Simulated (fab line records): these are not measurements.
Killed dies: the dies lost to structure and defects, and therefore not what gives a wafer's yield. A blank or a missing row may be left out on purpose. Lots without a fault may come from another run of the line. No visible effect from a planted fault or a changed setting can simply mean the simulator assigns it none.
Chamber matching -- flow nand_harc -- 4 sister chambers for NHARC_A_STAIRCASE_ALD_415 on ald_hk-02
The step deposits SiO2, target thk 30 nm, pulse time 6 s, ald cycles 300. 8 wafers are shown with their chamber, then 7 later ones without.

## WAFERS WITH THEIR CHAMBER
wafer,chamber,heater_power_w (W),precursor_pulse_height_rel
L923.1,1,436,1.033
L923.4,2,457,1.033
L923.6,1,432,0.999
L925.1,0,491,0.992
L925.3,2,465,0.989
L925.4,3,487,1.018
L939.1,3,502,0.993
L939.2,0,501,1.005

## WAFERS WITHOUT THEIR CHAMBER
wafer,heater_power_w (W),precursor_pulse_height_rel
L939.6,507,0.980
L940.2,429,0.998
L940.4,478,0.987
L940.5,480,0.995
L941.1,492,0.970
L941.3,500,0.995
L941.6,439,0.970

## WHICH CHAMBER EACH ONE RAN IN
wafer,from the rows above,in truth
L939.6,can't be placed: 0 or 3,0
L940.2,1,1
L940.4,can't be placed: 3 or 0 or 2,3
L940.5,can't be placed: 3 or 0 or 2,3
L941.1,can't be placed: 0 or 3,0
L941.3,can't be placed: 0 or 3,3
L941.6,can't be placed: 1 or 2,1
Correct placement for 1 of the 7. Cannot be placed on the basis of these rows: 6; the candidates contain the true chamber in 6. Number placed wrongly: 0.
How it was worked out, from the rows above alone: a wafer's distance from a chamber is the root of the sum, over the readings, of the square of ((its reading less the chamber's mean) divided by the reading's scatter). The wafer belongs to the nearest chamber; if the next one is less than 2 further off, it can't be placed. Each chamber's mean is taken over the wafers shown for it. The scatter: take each reading less its chamber's mean, square it, sum over the shown wafers, divide by the number of wafers less the number of chambers, and take the root.
